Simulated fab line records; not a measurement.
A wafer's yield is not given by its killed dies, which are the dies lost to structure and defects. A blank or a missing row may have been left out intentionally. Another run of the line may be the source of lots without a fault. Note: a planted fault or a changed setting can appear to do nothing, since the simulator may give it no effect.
fab line records	flow n5-finfet
record lots=10	wafers=28	last-day=18
route steps=1938 shown BEOL_M3@1006 BEOL_M4@1111 PASSIVATION@1936
lots that met no fault: from a run of the same line without faults
start-h: start of the lot's first displayed wafer, in hours after the record's first day	wait-h: hours elapsed since this lot's preceding step	" repeats the value in the row above	L1.1+2: a row that stands for several wafers	- value missing, or start not given	* or withheld: withheld	< > ~ a bound
route shown NAME@n: NAME is a module with steps in the file, n the number in the route of the first one	usual: the fault-free wafers' mean and standard deviation	same: alike in all rows	chamber/n: place in a boat	sites: the reading at each site	_std_site: standard deviation across them	_edge_site: outer sites' mean less inner sites'	radius-mm: for every site, how far away it sits from the centre of the wafer	mask NAME#n: copy n	behind: the tool/chamber that last shaped the wafer	hold: reason for holding the lot/hours on hold/outcome of the hold	device: transistor that didn't switch, given as n, p or np	end of line: at the end of the route, the tests of the same wafers	step lacking rows: just its recipe	killed: the dies lost at the first sort to structure and to defects; this is not the yield of the wafer	map: shows each die of a wafer: x if killed, . if not, _ if none is there
set.NAME: the setting that was run; set.NAME@STEP: the one run at that earlier step	model.NAME: the simulator's own value behind a step, which no gauge read
one table for each step of the route and one row for each wafer, over a sample of lots
services: from which hour (start-h, from the record's first day; less than 0 if before it) a tool's chamber was out of use, for how many hours, and why
## steps
# step N5_BEOL_M3_SPUTTER_92
# recipe material=Cu	target-thk-a=45	temp-c=-20	chamber-pressure-pa=0.07	power-w=withheld	time-s=8.29
# usual substrate-temp-c=-19.99/0.11	throttle-valve-pct=30.3/1.3
lot.wafer	tool	chamber	start-h	wait-h	substrate-temp-c	throttle-valve-pct
L866.1	pvd-sputter-01	-	180.96	0.1	-20.06	31.6
L866.3	"	-	"	"	-19.94	30.2
L866.6	"	-	"	"	-20.02	32.0
L867.1	pvd-sputter-02	-	181.67	0.1	-20.03	30.7
L867.3	"	-	"	"	-19.98	30.1
L867.6	"	-	"	"	-19.95	30.8
L868.2	pvd-sputter-01	-	187.45	0.1	-20.17	31.9
L868.4	"	-	"	"	-19.87	31.3
L868.5	"	-	"	"	-20.11	32.0
L869.1	pvd-sputter-03	-	188.16	0.1	-19.97	28.8
L869.3	"	-	"	"	-20.14	32.2
L869.4	"	-	"	"	-20.17	28.4
L871.1	pvd-sputter-01	-	200.90	0.1	-20.04	31.4
L871.4	"	-	"	"	-19.85	28.5
L871.5	"	-	"	"	-19.83	28.5
L879.1	pvd-sputter-03	-	247.86	0.1	-20.08	28.4
L879.5	"	-	"	"	-20.20	28.8
L879.6	"	-	"	"	-19.86	31.5
L881.3	pvd-sputter-01	-	257.82	0.1	-20.00	30.2
L881.4	"	-	"	"	-19.93	28.5
L881.6	"	-	"	"	-19.90	31.8
L883.3	pvd-sputter-03	-	270.68	0.1	-20.05	28.5
L883.4	"	-	"	"	-20.15	31.6
L886.1	pvd-sputter-02	-	291.15	0.1	-20.10	30.7
L886.3	"	-	"	"	-19.92	30.0
L887.1	pvd-sputter-02	-	306.66	0.1	-20.05	30.4
L887.2	"	-	"	"	-19.94	29.0
L887.3	"	-	"	"	-20.05	31.0
# step N5_BEOL_M3_ANNEAL_93
# recipe temp-c=400	time-s=240	ambient=vacuum
# usual heater-power-w=825/110	susceptor_temp_C_max=401.0/0.38
lot.wafer	tool	chamber	start-h	wait-h	heater-power-w	susceptor_temp_C_max
L866.1	pvd-sputter-01	-	181.04	0.0	938	401.2
L866.3	"	-	"	"	794	401.2
L866.6	"	-	"	"	818	400.7
L867.1	pvd-sputter-02	-	181.75	0.0	706	400.8
L867.3	"	-	"	"	800	401.9
L867.6	"	-	"	"	1074	400.6
L868.2	pvd-sputter-01	-	187.53	0.0	811	400.6
L868.4	"	-	"	"	909	400.6
L868.5	"	-	"	"	804	400.9
L869.1	pvd-sputter-03	-	188.24	0.0	980	400.7
L869.3	"	-	"	"	878	401.1
L869.4	"	-	"	"	750	400.7
L871.1	pvd-sputter-01	-	200.98	0.0	924	401.2
L871.4	"	-	"	"	741	401.1
L871.5	"	-	"	"	743	401.2
L879.1	pvd-sputter-03	-	247.94	0.0	770	400.4
L879.5	"	-	"	"	972	400.8
L879.6	"	-	"	"	692	401.4
L881.3	pvd-sputter-01	-	257.90	0.0	817	400.8
L881.4	"	-	"	"	754	401.1
L881.6	"	-	"	"	799	400.9
L883.3	pvd-sputter-03	-	270.76	0.0	773	400.7
L883.4	"	-	"	"	686	400.9
L886.1	pvd-sputter-02	-	291.23	0.0	739	400.7
L886.3	"	-	"	"	798	401.4
L887.1	pvd-sputter-02	-	306.75	0.0	1077	400.8
L887.2	"	-	"	"	745	400.6
L887.3	"	-	"	"	706	400.6
# step N5_BEOL_M3_SPUTTER_94
# recipe material=Cu	target-thk-a=45	temp-c=-20	chamber-pressure-pa=0.07	power-w=withheld	time-s=8.29
# usual substrate-temp-c=-19.98/0.1	throttle-valve-pct=30.3/1.2
lot.wafer	tool	chamber	start-h	wait-h	substrate-temp-c	throttle-valve-pct
L866.1	pvd-sputter-01	-	181.18	0.1	-19.90	31.3
L866.3	"	-	"	"	-20.05	30.2
L866.6	"	-	"	"	-19.91	32.0
L867.1	pvd-sputter-02	-	181.89	0.1	-19.80	30.9
L867.3	"	-	"	"	-19.94	30.1
L867.6	"	-	"	"	-19.97	30.8
L868.2	pvd-sputter-01	-	187.67	0.1	-20.04	31.8
L868.4	"	-	"	"	-20.01	31.3
L868.5	"	-	"	"	-20.07	31.8
L869.1	pvd-sputter-03	-	188.38	0.1	-20.13	29.0
L869.3	"	-	"	"	-19.85	32.2
L869.4	"	-	"	"	-19.90	28.5
L871.1	pvd-sputter-01	-	201.12	0.1	-20.13	31.5
L871.4	"	-	"	"	-20.09	28.5
L871.5	"	-	"	"	-19.92	28.3
L879.1	pvd-sputter-03	-	248.08	0.1	-20.04	28.6
L879.5	"	-	"	"	-19.88	28.9
L879.6	"	-	"	"	-20.05	31.5
L881.3	pvd-sputter-01	-	258.04	0.1	-20.18	30.1
L881.4	"	-	"	"	-19.90	28.4
L881.6	"	-	"	"	-20.03	32.1
L883.3	pvd-sputter-03	-	270.90	0.1	-19.93	28.5
L883.4	"	-	"	"	-19.90	31.4
L886.1	pvd-sputter-02	-	291.37	0.1	-20.11	31.0
L886.3	"	-	"	"	-20.01	30.1
L887.1	pvd-sputter-02	-	306.91	0.1	-20.02	30.6
L887.2	"	-	"	"	-19.94	29.1
L887.3	"	-	"	"	-19.95	31.0
# step N5_BEOL_M3_CMP_52
# recipe stop-on=SiOC	t-overpolish-s=6.8	down-force-psi=1	platen-rpm=50	clearing-platen-down-force-psi=1.5	clearing-platen-rpm=50	post-cmp-clean=cu-alkaline	target-thk-nm=40	clearing-platen-pad-velocity-m-s=0.99484	pad-velocity-m-s=0.99484
# usual barrier-field-endpoint-s=24.6/0.64	head-pressure-psi=1.0004/0.0023	motor-current-A=6.1/0.62	overpolish-run-s=6.800/0.0094	time-to-endpoint-s=63/3.7
lot.wafer	tool	chamber	start-h	wait-h	barrier-field-endpoint-s	head-pressure-psi	motor-current-A	overpolish-run-s	time-to-endpoint-s
L866.1	cmp-01	3	184.65	0.3	24.6	0.9998	5.6	6.798	65
L866.3	"	0	"	"	24.3	0.9983	5.9	6.802	65
L866.6	"	2	"	"	24.1	0.9974	5.7	6.806	62
L867.1	cmp-04	3	185.21	0.3	23.9	1.0026	6.7	6.791	59
L867.3	"	0	"	"	23.9	0.9998	6.3	6.788	61
L867.6	"	1	"	"	24.8	0.9999	5.5	6.790	65
L868.4	cmp-04	1	189.53	0.2	25.3	1.0036	5.7	6.808	66
L868.2	"	2	"	"	25.9	1.0018	5.6	6.804	70
L868.5	"	1	"	"	25.5	1.0025	5.6	6.793	67
L869.1	cmp-04	3	189.77	0.3	24.1	0.9996	6.2	6.806	60
L869.4	"	0	"	"	25.1	1.0012	6.5	6.798	60
L869.3	"	2	"	"	24.8	1.0020	5.1	6.805	65
L871.1	cmp-02	0	201.83	0.3	24.5	1.0005	6.6	6.806	60
L871.4	"	1	"	"	25.0	1.0058	5.7	6.795	67
L871.5	"	0	"	"	24.0	0.9976	6.2	6.780	56
L879.1	cmp-01	0	248.79	0.3	23.8	0.9999	5.6	6.801	66
L879.6	"	0	"	"	24.6	0.9995	5.7	6.809	63
L879.5	"	1	"	"	24.4	1.0004	6.4	6.801	61
L881.3	cmp-04	3	258.79	0.2	13.6	0.9986	6.0	6.794	33
L881.4	"	0	"	"	24.7	1.0010	6.9	6.804	61
L881.6	"	3	"	"	24.6	1.0011	5.9	6.782	60
L883.4	cmp-04	0	271.61	0.1	23.5	0.9989	6.8	6.796	59
L883.3	"	1	"	"	13.4	1.0014	5.7	6.806	38
L886.3	cmp-04	1	292.12	0.2	13.7	1.0025	5.6	6.803	33
L886.1	"	3	"	"	23.9	0.9984	6.1	6.800	57
L887.2	cmp-02	3	307.65	0.2	25.2	1.0012	5.8	6.780	69
L887.1	"	1	"	"	24.2	1.0017	5.8	6.790	64
L887.3	"	2	"	"	25.1	0.9983	7.7	6.796	67
# step N5_BEOL_M4_RC_MEAS_101
# usual DIBL_N=35.7/1.5	DIBL_P=35.7/2	IOFF_N=0.155/0.026	IOFF_P=0.20/0.031	ION_N=675/11	ION_P=462/7.1	SS_N=71.3/0.57	SS_P=73.1/0.56	VT_N=250/3	VT_P=-251/3
lot.wafer	tool	chamber	start-h	wait-h	DIBL_N[mV/V]	DIBL_P[mV/V]	IOFF_N[nA/um]	IOFF_P[nA/um]	ION_N[uA/um]	ION_P[uA/um]	SS_N[mV/dec]	SS_P[mV/dec]	VT_N[mV]	VT_P[mV]
L866.1	prober-02	0	194.13	0.0	34.0	33.8	0.141	0.19	683	462	71.2	72.1	250	-250
L866.3	"	0	"	"	36.0	37.2	0.186	0.26	685	468	71.9	73.3	245	-246
L866.6	"	0	"	"	33.7	33.5	0.142	0.19	678	465	70.4	72.3	249	-250
L867.1	prober-01	0	195.18	0.0	33.4	31.3	0.106	0.17	662	458	70.5	72.4	255	-253
L867.3	"	0	"	"	34.5	33.0	0.128	0.19	681	469	71.2	73.6	252	-251
L867.6	"	0	"	"	38.2	37.4	0.184	0.25	683	470	72.4	74.7	248	-248
L869.1	prober-01	0	198.41	0.0	32.8	32.8	0.124	0.17	669	460	71.5	72.4	251	-251
L869.3	"	0	"	"	30.9	30.8	0.101	0.14	638	444	69.9	71.8	256	-255
L869.4	"	0	"	"	34.8	34.6	0.152	0.19	676	460	71.7	72.7	247	-252
L868.2	prober-02	0	199.05	0.2	36.1	34.7	0.165	0.21	674	460	72.0	72.9	248	-251
L868.4	"	0	"	"	37.1	34.5	0.181	0.20	694	468	72.9	73.0	248	-252
L868.5	"	0	"	"	35.4	32.9	0.140	0.18	678	464	71.3	72.6	251	-252
L871.1	prober-01	0	217.48	0.7	34.3	34.2	0.123	0.16	676	456	71.0	73.0	253	-253
L871.4	"	0	"	"	31.8	31.0	0.089	0.13	667	460	70.7	72.3	259	-258
L871.5	"	0	"	"	32.5	31.7	0.099	0.13	658	453	70.8	71.9	257	-258
L879.1	prober-02	0	260.39	0.0	37.2	36.8	0.162	0.21	670	459	71.5	73.0	253	-248
L879.5	"	0	"	"	37.9	38.4	0.173	0.23	679	462	71.5	73.5	250	-249
L879.6	"	0	"	"	36.4	36.6	0.152	0.21	672	456	72.0	72.5	251	-250
L881.3	prober-01	0	267.86	0.3	35.5	35.8	0.158	0.20	681	464	70.7	73.1	246	-251
L881.4	"	0	"	"	37.5	39.5	0.209	0.26	700	476	71.8	73.2	242	-247
L881.6	"	0	"	"	35.3	35.7	0.144	0.20	661	460	71.2	72.8	249	-250
L883.3	prober-01	0	286.34	0.3	34.8	33.1	0.112	0.18	654	458	71.0	72.4	255	-251
L883.4	"	0	"	"	36.9	36.3	0.160	0.23	682	474	71.2	73.0	248	-247
L886.1	prober-01	0	311.54	0.0	35.2	36.7	0.138	0.18	667	453	70.6	72.6	251	-255
L886.3	"	0	"	"	36.4	37.6	0.163	0.20	668	456	71.3	72.7	248	-251
L887.1	prober-02	0	320.07	0.0	36.7	38.3	0.173	0.21	680	466	72.6	73.2	247	-251
L887.2	"	0	"	"	37.4	38.4	0.189	0.22	674	461	71.5	73.3	246	-251
L887.3	"	0	"	"	35.5	37.9	0.159	0.21	683	462	72.3	72.8	249	-250
# step N5_PASSIVATION_PROBE_49
# usual defect-limited-yield=91.4/1.5	killed_at_M0_to_M3=34/10	killed_at_M4_up=15/6	killed-at-contacts=12/6	killed-at-front-end=37/11	killed-at-other=3.3/2.8	killed-dies=101/18	killed-open=66/14	killed-short=33/7.8	sort_bin_5_function=5.0/0.97	sort_bin_6_memory=3.2/0.72	sort_bin_8_speed=0.00/0.01	sort-n-pass=1079/18	sort-yield-pct=91.4/1.5
# same gross-dies=1180	killed-at-back-side=0	sort_bin_4_leakage[%]=0
lot.wafer	tool	chamber	start-h	wait-h	defect-limited-yield[%]	killed_at_M0_to_M3	killed_at_M4_up	killed-at-contacts	killed-at-front-end	killed-at-other	killed-dies	killed-open	killed-short	sort_bin_5_function[%]	sort_bin_6_memory[%]	sort_bin_8_speed[%]	sort-n-pass	sort-yield-pct[%]
L866.1	prober-01	-	303.00	0.0	92.1	39	9	10	33	2	93	55	36	4.6	3.0	0	1087	92.1
L866.3	prober-01	-	303.10	0.1	91.9	41	13	6	31	4	95	69	25	4.3	3.1	0	1085	91.9
L866.6	prober-01	-	303.25	0.3	92.2	28	6	7	45	6	92	58	34	4.7	2.9	0	1088	92.2
L869.1	prober-02	-	304.26	0.0	91.8	27	6	5	46	13	97	62	35	5.2	2.5	0	1083	91.8
L869.3	prober-02	-	304.36	0.1	91.7	27	13	12	36	10	98	58	32	4.4	3.1	0.08	1081	91.6
L869.4	prober-02	-	304.41	0.2	89.5	69	10	13	25	7	124	90	34	6.4	3.8	0	1056	89.5
L868.2	prober-02	-	306.60	0.1	90.9	50	12	15	26	4	107	71	36	6.0	2.8	0	1073	90.9
L868.4	prober-02	-	306.70	0.2	90.8	37	9	15	47	0	108	59	44	4.9	3.7	0	1072	90.8
L868.5	prober-02	-	306.75	0.2	90.1	44	13	5	50	5	117	77	39	5.7	3.8	0	1063	90.1
L867.1	prober-02	-	309.54	0.0	91.1	45	15	7	36	2	105	76	26	5.8	3.1	0	1075	91.1
L867.3	prober-02	-	309.64	0.1	92.5	24	10	11	38	5	88	54	26	3.9	3.0	0	1092	92.5
L867.6	prober-02	-	309.79	0.3	91.0	50	19	0	33	4	106	67	37	4.7	3.7	0	1074	91.0
L871.1	prober-02	-	330.86	0.0	91.4	27	23	16	35	1	102	76	23	4.6	3.9	0	1078	91.4
L871.4	prober-02	-	331.01	0.2	92.2	32	13	18	24	5	92	71	20	4.4	3.1	0	1088	92.2
L871.5	prober-02	-	331.06	0.2	92.5	33	12	18	25	1	89	66	22	4.5	2.7	0	1091	92.5
L879.1	prober-02	-	369.37	0.0	90.8	34	13	27	33	2	109	83	26	5.0	4.0	0	1071	90.8
L879.5	prober-02	-	369.57	0.2	89.2	38	19	12	52	6	127	83	43	6.4	4.1	0	1053	89.2
L879.6	prober-02	-	369.62	0.3	89.0	46	26	15	37	6	130	91	38	7.2	3.6	0	1050	89.0
L883.3	prober-02	-	385.96	0.1	92.0	33	3	16	41	1	94	65	29	5.1	2.7	0	1086	92.0
L883.4	prober-02	-	386.01	0.2	90.0	36	13	25	37	7	118	70	48	5.8	3.5	0	1062	90.0
L881.3	prober-02	-	387.74	0.1	93.7	17	12	7	37	1	74	45	29	3.7	2.4	0	1106	93.7
L881.4	prober-02	-	387.79	0.2	92.0	22	20	16	31	5	94	59	31	4.7	3.1	0	1086	92.0
L881.6	prober-02	-	387.89	0.3	90.3	21	17	20	55	1	114	76	33	6.1	3.5	0	1066	90.3
L886.1	prober-02	-	425.50	0.0	92.2	34	11	8	34	5	92	61	27	4.5	3.0	0	1088	92.2
L886.3	prober-02	-	425.60	0.1	91.3	35	12	7	44	5	103	68	34	5.2	3.4	0	1077	91.3
L887.1	prober-01	-	429.95	0.0	88.8	41	18	18	49	6	132	97	30	6.5	4.5	0	1048	88.8
L887.2	prober-01	-	430.00	0.1	88.2	23	33	20	59	4	139	107	31	7.7	4.0	0	1041	88.2
L887.3	prober-01	-	430.05	0.1	91.9	24	28	6	32	5	95	69	24	5.2	2.6	0	1085	91.9
# killed by level:class
L866.1 BEOL_M0_SAQP:geometric-particle:short=10 MOL_CONTACT_COAG:geometric-particle:open=9 ILD0:geometric-particle:short=8 BEOL_M0_SAQP:geometric-particle:open=6 ILD0:geometric-particle:open=5 BEOL_M1:geometric-particle:short=5 BEOL_M3:geometric-particle:open=5 BEOL_M1:geometric-particle:open=4
L866.3 BEOL_M0_SAQP:geometric-particle:open=13 BEOL_M1:geometric-particle:open=10 FIN_SAQP:geometric-particle:open=8 BEOL_M4:geometric-particle:open=6 BEOL_M6:geometric-particle:open=5 FIN_SAQP:geometric-particle:short=4 DUMMY_GATE:geometric-particle:open=4 BEOL_M0_SAQP:geometric-particle:short=4
L866.6 BEOL_M0_SAQP:geometric-particle:open=10 FIN_SAQP:geometric-particle:short=8 FIN_SAQP:geometric-particle:open=7 MOL_CONTACT_COAG:geometric-particle:open=6 STI_FIN_REVEAL:geometric-particle:open=5 GATE_CUT:geometric-particle:short=5 GATE_CUT:geometric-particle:open=5 BEOL_M0_SAQP:geometric-particle:short=5
L869.1 FIN_SAQP:geometric-particle:open=10 STI_FIN_REVEAL:geometric-particle:open=10 BEOL_M2:geometric-particle:open=9 BEOL_M3:geometric-particle:open=7 GATE_CUT:geometric-particle:open=5 MIM_TOP_ETCH:geometric-particle:short=5 GATE_CUT:geometric-particle:short=4 STARTING-WAFER:geometric-particle:short=4
L869.3 MOL_CONTACT_COAG:geometric-particle:open=11 FIN_SAQP:geometric-particle:short=8 BEOL_M2:geometric-particle:open=7 GATE_CUT:geometric-particle:short=6 BEOL_M4:geometric-particle:open=6 HKMG_FIN:area-etch=6 BEOL_M1:geometric-particle:open=5 FIN_SAQP:geometric-particle:open=4
L869.4 BEOL_M2:geometric-particle:open=32 MOL_CONTACT_COAG:geometric-particle:open=12 BEOL_M1:geometric-particle:open=9 BEOL_M2:geometric-particle:short=9 FIN_SAQP:geometric-particle:open=6 BEOL_M0_SAQP:geometric-particle:open=6 STI_FIN_REVEAL:geometric-particle:open=5 BEOL_M3:geometric-particle:open=5
L868.2 BEOL_M3:geometric-particle:open=10 STI_FIN_REVEAL:geometric-particle:open=9 MOL_CONTACT_COAG:geometric-particle:open=9 BEOL_M2:geometric-particle:open=9 BEOL_M0_SAQP:geometric-particle:open=7 BEOL_M3:geometric-particle:short=7 MOL_CONTACT_COAG:geometric-particle:short=6 BEOL_M0_SAQP:geometric-particle:short=6
L868.4 FIN_SAQP:geometric-particle:short=14 MOL_CONTACT_COAG:geometric-particle:open=13 BEOL_M2:geometric-particle:open=11 BEOL_M0_SAQP:geometric-particle:short=10 STI_FIN_REVEAL:geometric-particle:open=7 FIN_SAQP:geometric-particle:open=6 BEOL_M0_SAQP:geometric-particle:open=6 ILD0:geometric-particle:short=4
L868.5 FIN_SAQP:geometric-particle:open=20 FIN_SAQP:geometric-particle:short=9 BEOL_M1:geometric-particle:open=9 BEOL_M2:geometric-particle:open=8 BEOL_M0_SAQP:geometric-particle:short=6 BEOL_M3:geometric-particle:open=6 DUMMY_GATE:geometric-particle:open=4 GATE_CUT:geometric-particle:open=4
L867.1 STI_FIN_REVEAL:geometric-particle:open=15 BEOL_M2:geometric-particle:open=12 BEOL_M1:geometric-particle:open=11 BEOL_M4:geometric-particle:open=9 BEOL_M0_SAQP:geometric-particle:short=8 BEOL_M0_SAQP:geometric-particle:open=7 GATE_CUT:geometric-particle:short=5 BEOL_M3:geometric-particle:open=5
L867.3 MOL_CONTACT_COAG:geometric-particle:open=9 STI_FIN_REVEAL:geometric-particle:open=7 BEOL_M2:geometric-particle:open=7 HKMG_FIN:area-etch=7 BEOL_M3:geometric-particle:open=6 FIN_SAQP:geometric-particle:short=5 DUMMY_GATE:geometric-particle:open=4 STARTING-WAFER:geometric-particle:short=4
L867.6 BEOL_M3:geometric-particle:open=16 BEOL_M4:geometric-particle:open=10 BEOL_M1:geometric-particle:open=10 STI_FIN_REVEAL:geometric-particle:open=9 GATE_CUT:geometric-particle:short=6 BEOL_M2:geometric-particle:open=6 STARTING-WAFER:geometric-particle:short=5 GATE_CUT:geometric-particle:open=4
L871.1 MOL_CONTACT_COAG:geometric-particle:open=15 DUMMY_GATE:geometric-particle:open=10 BEOL_M4:geometric-particle:open=10 GATE_CUT:geometric-particle:short=5 BEOL_M0_SAQP:geometric-particle:short=5 BEOL_M2:geometric-particle:open=5 FIN_SAQP:geometric-particle:open=4 BEOL_M0_SAQP:geometric-particle:open=4
L871.4 MOL_CONTACT_COAG:geometric-particle:open=16 BEOL_M1:geometric-particle:open=7 BEOL_M2:geometric-particle:open=7 STI_FIN_REVEAL:geometric-particle:open=6 BEOL_M0_SAQP:geometric-particle:short=6 BEOL_M4:geometric-particle:open=6 FIN_SAQP:geometric-particle:open=5 BEOL_M0_SAQP:geometric-particle:open=5
L871.5 MOL_CONTACT_COAG:geometric-particle:open=16 BEOL_M1:geometric-particle:open=8 BEOL_M0_SAQP:geometric-particle:open=7 BEOL_M4:geometric-particle:open=5 BEOL_M3:geometric-particle:open=5 GATE_CUT:geometric-particle:open=4 GATE_CUT:geometric-particle:short=4 BEOL_M0_SAQP:geometric-particle:short=4
L879.1 MOL_CONTACT_COAG:geometric-particle:open=21 BEOL_M3:geometric-particle:open=10 STI_FIN_REVEAL:geometric-particle:open=8 FIN_SAQP:geometric-particle:open=6 MOL_CONTACT_COAG:geometric-particle:short=6 BEOL_M0_SAQP:geometric-particle:open=6 BEOL_M2:geometric-particle:open=5 BEOL_M1:geometric-particle:open=5
L879.5 BEOL_M4:geometric-particle:open=14 FIN_SAQP:geometric-particle:open=10 BEOL_M0_SAQP:geometric-particle:open=9 BEOL_M1:geometric-particle:open=9 MOL_CONTACT_COAG:geometric-particle:open=8 FIN_SAQP:geometric-particle:short=7 STI_FIN_REVEAL:geometric-particle:open=7 DUMMY_GATE:geometric-particle:open=5
L879.6 BEOL_M4:geometric-particle:open=17 BEOL_M0_SAQP:geometric-particle:open=11 BEOL_M3:geometric-particle:open=11 MOL_CONTACT_COAG:geometric-particle:open=10 GATE_CUT:geometric-particle:short=6 FIN_SAQP:geometric-particle:open=5 STI_FIN_REVEAL:geometric-particle:open=5 DUMMY_GATE:geometric-particle:open=5
L883.3 FIN_SAQP:geometric-particle:open=14 MOL_CONTACT_COAG:geometric-particle:open=12 BEOL_M3:geometric-particle:open=12 DUMMY_GATE:geometric-particle:open=8 BEOL_M0_SAQP:geometric-particle:open=7 FIN_SAQP:geometric-particle:short=5 BEOL_M0_SAQP:geometric-particle:short=5 MOL_CONTACT_COAG:geometric-particle:short=4
L883.4 MOL_CONTACT_COAG:geometric-particle:open=21 BEOL_M0_SAQP:geometric-particle:short=13 BEOL_M4:geometric-particle:open=10 GATE_CUT:geometric-particle:short=9 BEOL_M0_SAQP:geometric-particle:open=7 FIN_SAQP:geometric-particle:open=5 STI_FIN_REVEAL:geometric-particle:open=5 FIN_SAQP:geometric-particle:short=4
L881.3 STI_FIN_REVEAL:geometric-particle:open=9 STI_FIN_REVEAL:geometric-particle:short=6 BEOL_M4:geometric-particle:open=6 BEOL_M1:geometric-particle:open=5 MOL_CONTACT_COAG:geometric-particle:open=5 GATE_CUT:geometric-particle:short=4 BEOL_M2:geometric-particle:short=4 STARTING-WAFER:geometric-particle:open=4
L881.4 MOL_CONTACT_COAG:geometric-particle:open=13 STI_FIN_REVEAL:geometric-particle:open=11 BEOL_M4:geometric-particle:open=8 BEOL_M0_SAQP:geometric-particle:open=6 GATE_CUT:geometric-particle:short=5 BEOL_M2:geometric-particle:open=4 BEOL_M3:geometric-particle:open=4 MOL_CONTACT_COAG:geometric-particle:short=3
L881.6 STI_FIN_REVEAL:geometric-particle:open=21 MOL_CONTACT_COAG:geometric-particle:open=15 BEOL_M2:geometric-particle:open=7 BEOL_M1:geometric-particle:open=6 STI_FIN_REVEAL:geometric-particle:short=5 GATE_CUT:geometric-particle:short=5 MOL_CONTACT_COAG:geometric-particle:short=5 BEOL_M4:geometric-particle:open=5
L886.1 FIN_SAQP:geometric-particle:open=12 DUMMY_GATE:geometric-particle:open=9 BEOL_M0_SAQP:geometric-particle:open=7 BEOL_M3:geometric-particle:open=7 MOL_CONTACT_COAG:geometric-particle:open=5 BEOL_M0_SAQP:geometric-particle:short=5 BEOL_M2:geometric-particle:open=5 BEOL_M4:geometric-particle:open=4
L886.3 FIN_SAQP:geometric-particle:short=13 BEOL_M0_SAQP:geometric-particle:open=11 BEOL_M0_SAQP:geometric-particle:short=9 FIN_SAQP:geometric-particle:open=8 DUMMY_GATE:geometric-particle:open=8 MOL_CONTACT_COAG:geometric-particle:open=6 BEOL_M3:geometric-particle:open=6 BEOL_M5:geometric-particle:open=4
L887.1 BEOL_M2:geometric-particle:open=15 MOL_CONTACT_COAG:geometric-particle:open=15 FIN_SAQP:geometric-particle:open=14 FIN_SAQP:geometric-particle:short=10 STI_FIN_REVEAL:geometric-particle:open=9 BEOL_M1:geometric-particle:open=8 STARTING-WAFER:geometric-particle:open=7 BEOL_M4:geometric-particle:open=5
L887.2 BEOL_M4:geometric-particle:open=19 MOL_CONTACT_COAG:geometric-particle:open=19 GATE_CUT:geometric-particle:open=12 FIN_SAQP:geometric-particle:open=10 FIN_SAQP:geometric-particle:short=8 STI_FIN_REVEAL:geometric-particle:open=8 GATE_CUT:geometric-particle:short=6 BEOL_M2:geometric-particle:open=6
L887.3 BEOL_M4:geometric-particle:open=18 BEOL_M2:geometric-particle:open=8 FIN_SAQP:geometric-particle:open=7 BEOL_M3:geometric-particle:open=7 BEOL_M4:geometric-particle:short=5 FIN_SAQP:geometric-particle:short=4 MOL_CONTACT_COAG:geometric-particle:open=4 STI_FIN_REVEAL:geometric-particle:open=3
## services
tool	chamber	start-h	hours	kind
cmp-04	-	158.51	4.0	pm
cmp-04	-	162.51	-	consumable-replace:conditioner
cmp-04	-	162.51	-	consumable-replace:pad
cmp-04	-	162.88	7.6	repair
cmp-01	-	168.17	4.1	pm
pvd-sputter-03	-	178.36	1.0	repair
cmp-01	-	179.11	2.5	repair
cmp-02	-	183.37	4.0	pm
cmp-02	-	187.37	-	consumable-replace:conditioner
cmp-02	-	187.37	-	consumable-replace:pad
cmp-01	-	192.70	7.2	repair
cmp-02	-	223.26	4.3	pm
cmp-02	-	227.88	1.6	repair
cmp-01	-	234.04	3.7	pm
cmp-04	-	236.65	5.7	pm
cmp-04	-	275.29	2.0	repair
cmp-01	-	288.82	1.2	repair
## key
first-sign step=N5_BEOL_M3_CMP_52	reading=barrier-field-endpoint-s	direction=down	sigmas=17	usual=24.6	struck=13.6
effect step=N5_BEOL_M3_CMP_52	reading=time-to-endpoint-s	direction=down	sigmas=7.6	usual=*	struck=*
met-at N5_BEOL_M3_CMP_52
struck-lots L881,L883,L886
struck-wafers L881.3,L883.3,L886.3
not-acting-at N5_BEOL_M3_SPUTTER_92,N5_BEOL_M3_ANNEAL_93,N5_BEOL_M3_SPUTTER_94
onset-between 189.77 258.79
fault kind=process-parameter-drift	tool=cmp-04	chamber=-	onset-h=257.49	steps=N5_BEOL_M3_CMP_52	channel=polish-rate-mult	offset=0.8	shape=step	end-h=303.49	scope=struck-wafers-only
